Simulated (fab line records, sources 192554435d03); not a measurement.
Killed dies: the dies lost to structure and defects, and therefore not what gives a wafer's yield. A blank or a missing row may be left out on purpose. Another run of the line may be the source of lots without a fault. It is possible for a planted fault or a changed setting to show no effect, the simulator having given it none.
fab line records	flow n5_finfet
[record] lots = 5	wafers = 14	last_day = 17
route steps=1938 shown BEOL_M10@1501
lots that met no fault: from a run of the same line without faults
start_h: start of the lot's first displayed wafer, in hours after the record's first day	wait_h: how many hours have passed since the lot's step before this one	" the same as in the row above	L1.1+2: several wafers, shown together as one row	- no value present, or no start provided	* or withheld: withheld	< > ~ a bound
route shown NAME@n: a module of which the file shows steps, and the number in the route of the first	usual: mean and standard deviation over wafers with no fault	same: alike in all rows	chamber/n: place in a boat	sites: the reading at each site	_std_site: how widely they spread, as a standard deviation	_edge_site: outer sites' mean less inner sites'	radius_mm: how far each site lies from the wafer's centre	mask NAME#n: copy n	behind: the last tool/chamber to shape the wafer	hold: reason for holding the lot/hours on hold/outcome of the hold	device: whichever transistor did not switch (one of n, p or np)	end of line: at the end of the route, the tests of the same wafers	where a step has no rows: the recipe by itself	killed: dies lost to structure and defects at the first sort, not the wafer's yield	map: per-die view of a wafer (x killed, . not killed, _ where there is no die)
set.NAME: the setting the step ran with; set.NAME@STEP: the setting that earlier step ran with	model.NAME: the simulator's own value behind a step, which no gauge read
lots at selected steps of the route; one table per step, one row per wafer
services: the hour from which a tool's chamber was out of use, counted from the record's first day as start_h (under 0 if before that day), plus the number of hours and why
[[steps]]
[step N5_BEOL_M10_DEVELOP_27]
[recipe] develop_time_s = 30	developer = TMAH	resist = CAR-ArF	rinse_liquid = diw	dry = air_spin	dev_temp_c = 23
[step N5_BEOL_M10_CD_MEAS_28]
[recipe] target_cd_nm = 70	landing_energy_ev = 500	detector = se_inlens	polarity = opening
[usual] cd_nm = 70.2/0.79
[same] landing_energy_ev = 500
lot.wafer	tool	chamber	start_h	wait_h	cd_nm
L892.3	cd_sem-03	0	226.13	-	71.0
L892.5	"	0	"	"	70.7
L892.6	"	0	"	"	71.0
L893.1	cd_sem-03	0	233.45	-	71.6
L893.2	"	0	"	"	71.5
L893.3	"	0	"	"	70.3
L899.1	cd_sem-02	0	260.29	-	70.7
L899.4	"	0	"	"	70.3
L899.5	"	0	"	"	70.0
L900.3	cd_sem-01	0	266.13	-	70.3
L900.4	"	0	"	"	69.6
L911.4	cd_sem-01	0	334.94	-	70.3
L911.5	"	0	"	"	72.4
L911.6	"	0	"	"	71.2
[step N5_BEOL_M10_OVL_MEAS_29]
[recipe] points_per_wafer = 44
[usual] V9_OVL = -0.2/0.79
lot.wafer	tool	chamber	start_h	wait_h	V9_OVL[nm]
L892.3	overlay-01	0	226.16	0.0	-1.1
L892.5	"	0	"	"	0.0
L892.6	"	0	"	"	-1.0
L893.1	overlay-01	0	233.48	0.0	0.3
L893.2	"	0	"	"	0.0
L893.3	"	0	"	"	0.5
L899.1	overlay-01	0	260.32	0.0	-0.1
L899.4	"	0	"	"	-0.4
L899.5	"	0	"	"	-0.3
L900.3	overlay-02	0	266.16	0.0	-1.3
L900.4	"	0	"	"	-1.6
L911.4	overlay-02	0	334.97	0.0	-0.2
L911.5	"	0	"	"	0.2
L911.6	"	0	"	"	0.6
[step N5_BEOL_M10_INSPECT_30]
[recipe] mode = adi	inspect_instrument = brightfield
[usual] raw_defect_count = 442/110
lot.wafer	tool	chamber	start_h	wait_h	raw_defect_count
L892.3	defect_inspect-02	-	226.19	0.0	590
L892.5	"	-	"	"	591
L892.6	"	-	"	"	608
L893.1	defect_inspect-01	-	233.51	0.0	415
L893.2	"	-	"	"	433
L893.3	"	-	"	"	555
L899.1	defect_inspect-01	-	260.35	0.0	378
L899.4	"	-	"	"	359
L899.5	"	-	"	"	348
L900.3	defect_inspect-01	-	266.18	0.0	319
L900.4	"	-	"	"	311
L911.4	defect_inspect-02	-	334.99	0.0	550
L911.5	"	-	"	"	706
L911.6	"	-	"	"	582
[step N5_BEOL_M10_DESCUM_33]
[recipe] chemistry = O2	time_s = 7.9	source_power_w = 50	bias_power_w = 20	pressure_mtorr = 20	rf_frequency_hz = 2.712e+07	temp_c = 40	resist = CAR-ArF	o2_flow_sccm = 225
[usual] drypump_motor_current_A = 5.5/0.44	oes_product_au = 0.81/0.08	rf_vpp_V = 243.2/1.4	showerhead_plenum_p_Torr = 2.10/0.065	throttle_valve_pct = 20.57/0.26
lot.wafer	tool	chamber	start_h	wait_h	drypump_motor_current_A	oes_product_au	rf_hours_counter_h	rf_vpp_V	showerhead_plenum_p_Torr	throttle_valve_pct
L892.3	rie_diel-02	2	226.22	0.0	5.0	0.71	195	240.5	1.99	20.80
L892.5	"	3	"	"	4.9	0.72	-	243.7	2.09	20.54
L892.6	"	2	"	"	5.0	0.71	-	240.4	1.99	20.80
L893.1	rie_diel-01	3	233.54	0.0	6.2	0.79	117	244.0	2.20	20.92
L893.2	"	2	"	"	5.5	0.87	47	244.2	2.22	20.06
L893.3	"	0	"	"	5.9	0.94	29	244.5	2.14	20.24
L899.1	rie_diel-04	3	260.59	0.2	5.4	0.78	119	243.2	2.11	20.66
L899.4	"	0	"	"	5.5	0.86	66	244.3	2.12	20.58
L899.5	"	2	"	"	5.6	0.88	-	244.5	2.13	20.74
L900.3	rie_diel-01	3	266.60	0.4	6.2	0.78	130	244.9	2.20	20.91
L900.4	"	0	"	"	5.9	0.90	43	243.9	2.13	20.25
L911.4	rie_diel-04	0	335.03	0.0	5.5	0.83	90	241.9	2.11	20.61
L911.5	"	1	"	"	4.7	0.91	-	242.3	2.04	20.29
L911.6	"	0	"	"	5.5	0.83	-	245.1	2.11	20.61
[step N5_BEOL_M10_ETCH_65]
[recipe] chemistry = CF4	target = SiARC	target_depth_a = 390	mask_material = CAR-ArF	time_s = 65	ion_energy_ev = 80	pressure_mtorr = 40	source_w = 545	bias_w = 36	Ar_flow_sccm = 100	cf4_flow_sccm = 100	ends = cleared
[step N5_BEOL_M10_ETCH_66]
[recipe] chemistry = N2/H2	target = SOC	target_depth_a = 1200	overetch_a = 240	mask_material = SiARC	temp_c = 40	time_s = 180	ion_energy_ev = 200	pressure_mtorr = 30	source_w = 840	bias_w = 150	n2_flow_sccm = 200	h2_flow_sccm = 200
[usual] drypump_motor_current_A = 5.5/0.44	oes_product_au = 0.65/0.059	rf_vpp_V = 523.8/2.3	showerhead_plenum_p_Torr = 2.54/0.078	throttle_valve_pct = 17.91/0.3
lot.wafer	tool	chamber	start_h	wait_h	drypump_motor_current_A	oes_product_au	rf_hours_counter_h	rf_vpp_V	showerhead_plenum_p_Torr	throttle_valve_pct
L892.3	rie_diel-02	2	226.30	0.0	5.0	0.58	195	522.1	2.42	18.16
L892.5	"	3	"	"	5.0	0.59	-	523.5	2.53	17.95
L892.6	"	2	"	"	5.0	0.57	-	519.6	2.42	18.17
L893.1	rie_diel-01	3	233.63	0.0	6.2	0.64	117	527.2	2.67	18.30
L893.2	"	2	"	"	5.6	0.71	47	528.7	2.69	17.32
L893.3	"	0	"	"	5.9	0.74	29	525.4	2.59	17.58
L899.1	rie_diel-04	3	260.67	0.0	5.4	0.63	119	523.7	2.56	17.99
L899.4	"	0	"	"	5.5	0.68	66	525.2	2.58	17.94
L899.5	"	2	"	"	5.6	0.69	-	524.4	2.59	18.21
L900.3	rie_diel-01	3	266.69	0.0	6.2	0.64	130	527.5	2.66	18.32
L900.4	"	0	"	"	5.9	0.73	43	526.1	2.59	17.60
L911.4	rie_diel-04	0	335.11	0.0	5.5	0.67	90	524.4	2.57	18.00
L911.5	"	1	"	"	4.7	0.72	-	523.8	2.48	17.56
L911.6	"	0	"	"	5.5	0.66	-	525.3	2.57	18.00
[step N5_BEOL_M10_STRIP_69]
[recipe] chemistry = N2/H2	temp_c = 40	n2_flow_sccm = 200	h2_flow_sccm = 200	rf_frequency_hz = 6e+07
[step N5_BEOL_M10_VIA_ETCH_34]
[recipe] chemistry = C4F6/O2	target = SiCOH_lowk	target_depth_a = 1845	mask_material = SOC	taper_deg = 4	time_s = 69.2	ion_energy_ev = 250	pressure_mtorr = 30	source_w = 345	bias_w = 185	Ar_flow_sccm = 300	C4F6_flow_sccm = 10	O2_flow_sccm = 10
[usual] drypump_motor_current_A = 5.5/0.44	oes_product_au = 0.81/0.079	rf_vpp_V = 667/7.9	showerhead_plenum_p_Torr = 2.85/0.078	throttle_valve_pct = 21.03/0.25
lot.wafer	tool	chamber	start_h	wait_h	drypump_motor_current_A	oes_product_au	rf_hours_counter_h	rf_vpp_V	showerhead_plenum_p_Torr	throttle_valve_pct
L892.3	rie_diel-02	2	226.43	0.0	5.0	0.71	195	657	2.72	21.30
L892.5	"	3	"	"	4.9	0.73	-	673	2.84	20.97
L892.6	"	2	"	"	5.0	0.70	-	656	2.72	21.32
L893.1	rie_diel-01	3	233.75	0.0	6.3	0.80	117	672	2.97	21.29
L893.2	"	2	"	"	5.6	0.88	47	680	3.00	20.45
L893.3	"	0	"	"	5.9	0.93	29	668	2.90	20.73
L899.1	rie_diel-04	3	260.80	0.0	5.4	0.78	119	658	2.86	21.05
L899.4	"	0	"	"	5.5	0.86	66	676	2.89	21.10
L899.5	"	2	"	"	5.7	0.86	-	661	2.88	21.11
L900.3	rie_diel-01	3	266.81	0.0	6.2	0.79	130	671	2.96	21.33
L900.4	"	0	"	"	5.9	0.91	43	667	2.90	20.77
L911.4	rie_diel-04	0	335.23	0.0	5.5	0.84	90	675	2.88	21.13
L911.5	"	1	"	"	4.8	0.89	-	666	2.79	20.81
L911.6	"	0	"	"	5.5	0.83	-	677	2.88	21.13
[step N5_BEOL_M10_STRIP_73]
[recipe] chemistry = C4F6/O2	resist = SiARC	rf_frequency_hz = 6e+07
[step N5_BEOL_M10_STRIP_36]
[recipe] chemistry = N2/H2	power_w = 450	temp_c = 40	pressure_mtorr = 20	rf_frequency_hz = 6e+07	overash_fraction = 0.3	bias_power_w = 7	h2_frac = 0.5	n2_flow_sccm = 200	h2_flow_sccm = 200
[usual] drypump_motor_current_A = 5.5/0.44	oes_product_au = 0.81/0.08	rf_vpp_V = 59.2/1.7	showerhead_plenum_p_Torr = 2.54/0.078	throttle_valve_pct = 23.7/0.37
lot.wafer	tool	chamber	start_h	wait_h	drypump_motor_current_A	oes_product_au	rf_hours_counter_h	rf_vpp_V	showerhead_plenum_p_Torr	throttle_valve_pct
L892.3	rie_diel-02	2	226.49	0.0	5.0	0.70	195	58.4	2.42	24.0
L892.5	"	3	"	"	4.9	0.74	-	59.0	2.53	23.8
L892.6	"	2	"	"	5.0	0.70	-	60.1	2.42	24.0
L893.1	rie_diel-01	3	233.81	0.0	6.2	0.80	117	58.1	2.66	24.3
L893.2	"	2	"	"	5.6	0.88	47	60.9	2.69	23.1
L893.3	"	0	"	"	5.9	0.91	29	58.0	2.59	23.3
L899.1	rie_diel-04	3	260.86	0.0	5.4	0.78	119	59.4	2.55	23.8
L899.4	"	0	"	"	5.5	0.86	66	59.3	2.57	23.9
L899.5	"	2	"	"	5.7	0.87	-	62.8	2.59	24.3
L900.3	rie_diel-01	3	266.88	0.0	6.2	0.78	130	57.0	2.65	24.2
L900.4	"	0	"	"	5.9	0.90	43	58.0	2.58	23.3
L911.4	rie_diel-04	0	335.30	0.0	5.5	0.83	90	60.4	2.56	23.8
L911.5	"	1	"	"	4.7	0.89	-	59.1	2.47	23.3
L911.6	"	0	"	"	5.5	0.85	-	56.7	2.56	23.8
[step N5_BEOL_M10_TRENCH_ETCH_37]
[recipe] chemistry = C4F6/O2	target_depth_a = 1488.3	target = SiCOH_lowk	time_s = 48	ion_energy_ev = 250	pressure_mtorr = 30	source_w = 345	bias_w = 185	Ar_flow_sccm = 300	C4F6_flow_sccm = 10	O2_flow_sccm = 10
[usual] drypump_motor_current_A = 5.5/0.44	oes_product_au = 0.81/0.078	rf_vpp_V = 667/8	showerhead_plenum_p_Torr = 2.85/0.078	throttle_valve_pct = 21.05/0.25
lot.wafer	tool	chamber	start_h	wait_h	drypump_motor_current_A	oes_product_au	rf_hours_counter_h	rf_vpp_V	showerhead_plenum_p_Torr	throttle_valve_pct
L892.3	rie_diel-02	2	-	-	5.0	0.71	195	655	2.72	21.35
L892.5	"	3	"	"	4.9	0.73	-	674	2.84	20.99
L892.6	"	2	"	"	5.1	0.70	-	655	2.72	21.34
L893.1	rie_diel-01	3	-	-	6.2	0.80	117	673	2.97	21.32
L893.2	"	2	"	"	5.6	0.89	47	681	3.00	20.48
L893.3	"	0	"	"	5.9	0.93	29	666	2.90	20.77
L899.1	rie_diel-04	3	-	-	5.4	0.78	119	659	2.86	21.07
L899.4	"	0	"	"	5.5	0.86	66	676	2.89	21.13
L899.5	"	2	"	"	5.7	0.86	-	659	2.88	21.15
L900.3	rie_diel-01	3	-	-	6.2	0.79	130	672	2.96	21.36
L900.4	"	0	"	"	5.9	0.92	43	666	2.90	20.78
L911.4	rie_diel-04	0	-	-	5.5	0.82	90	677	2.88	21.14
L911.5	"	1	"	"	4.8	0.89	-	667	2.79	20.86
L911.6	"	0	"	"	5.5	0.83	-	675	2.88	21.16
[step N5_BEOL_M10_ETCH_41]
[recipe] chemistry = CH3F/O2	target = SiCN	target_depth_a = 426	taper_deg = 2	time_s = 86	ion_energy_ev = 120	mask_material = TiN	pressure_mtorr = 30	source_w = 395	bias_w = 75	Ar_flow_sccm = 150	CH3F_flow_sccm = 30	O2_flow_sccm = 20
[usual] drypump_motor_current_A = 5.5/0.44	oes_product_au = 0.81/0.079	rf_vpp_V = 297.4/1.4	showerhead_plenum_p_Torr = 2.00/0.058	throttle_valve_pct = 16.42/0.25
lot.wafer	tool	chamber	start_h	wait_h	drypump_motor_current_A	oes_product_au	rf_hours_counter_h	rf_vpp_V	showerhead_plenum_p_Torr	throttle_valve_pct	model.etch.depth_nm
L892.3	rie_diel-02	2	226.57	-	5.0	0.71	195	295.3	1.91	16.72	32.61
L892.5	"	3	"	"	4.9	0.73	-	295.9	2.00	16.39	32.66
L892.6	"	2	"	"	5.0	0.71	-	297.0	1.91	16.74	32.57
L893.1	rie_diel-01	3	233.89	-	6.2	0.81	117	299.1	2.09	16.67	33.38
L893.2	"	2	"	"	5.6	0.88	47	298.8	2.11	15.89	32.93
L893.3	"	0	"	"	5.9	0.94	29	297.6	2.04	16.11	33.43
L899.1	rie_diel-04	3	260.94	-	5.4	0.79	119	296.7	2.01	16.46	33.1
L899.4	"	0	"	"	5.5	0.86	66	297.3	2.03	16.45	33.69
L899.5	"	2	"	"	5.6	0.86	-	297.4	2.02	16.48	32.92
L900.3	rie_diel-01	3	266.96	-	6.2	0.56	130	298.8	2.09	16.70	17.93
L900.4	"	0	"	"	5.9	0.65	43	297.9	2.04	16.12	18.05
L911.4	rie_diel-04	0	335.38	-	5.5	0.83	90	297.8	2.02	16.50	33.55
L911.5	"	1	"	"	4.7	0.90	-	298.6	1.96	16.19	33.14
L911.6	"	0	"	"	5.5	0.83	-	297.2	2.02	16.52	33.39
[step N5_BEOL_M10_STRIP_77]
[recipe] chemistry = N2/H2	time_s = 10	power_w = 450	temp_c = 40	pressure_mtorr = 20	rf_frequency_hz = 6e+07	bias_power_w = 7	n2_flow_sccm = 200	h2_flow_sccm = 200
[[services]]
tool	chamber	start_h	hours	kind
rie_diel-02	-	220.78	2.3	repair
rie_diel-04	1	229.53	-	clean
rie_diel-04	1	229.53	-	consumable_replace:focus_ring
rie_diel-04	1	229.53	26.2	scheduled_down
rie_diel-04	1	229.53	26.2	vent_cycle
rie_diel-01	3	270.15	5.9	repair
rie_diel-01	2	285.76	10.5	repair
rie_diel-01	0	307.46	4.7	repair
rie_diel-01	0	314.89	13.9	repair
rie_diel-01	1	329.92	2.2	repair
[[key]]
[first_sign] step = N5_BEOL_M10_ETCH_41	reading = oes_product_au	direction = down	sigmas = 2.6	usual = 0.81	struck = 0.61
effect none on later readings
[model_effect] step = N5_BEOL_M10_ETCH_41	value = etch.depth_nm	without = 33.19	struck = 17.99
met_at N5_BEOL_M10_ETCH_41
struck_wafers L900.3,L900.4
sort_left_out L900.3,L900.4
onset_between 233.89 266.96
[fault] kind = process_parameter_drift	tool = rie_diel-01	chamber = -	onset_h = 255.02	steps = N5_BEOL_M10_ETCH_41	channel = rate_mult	offset = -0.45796	shape = step	end_h = 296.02	scope = struck_wafers_only
// sort_left_out: the simulated sort isn't trusted on such a fault, so these wafers' sort isn't shown, and their yield isn't known
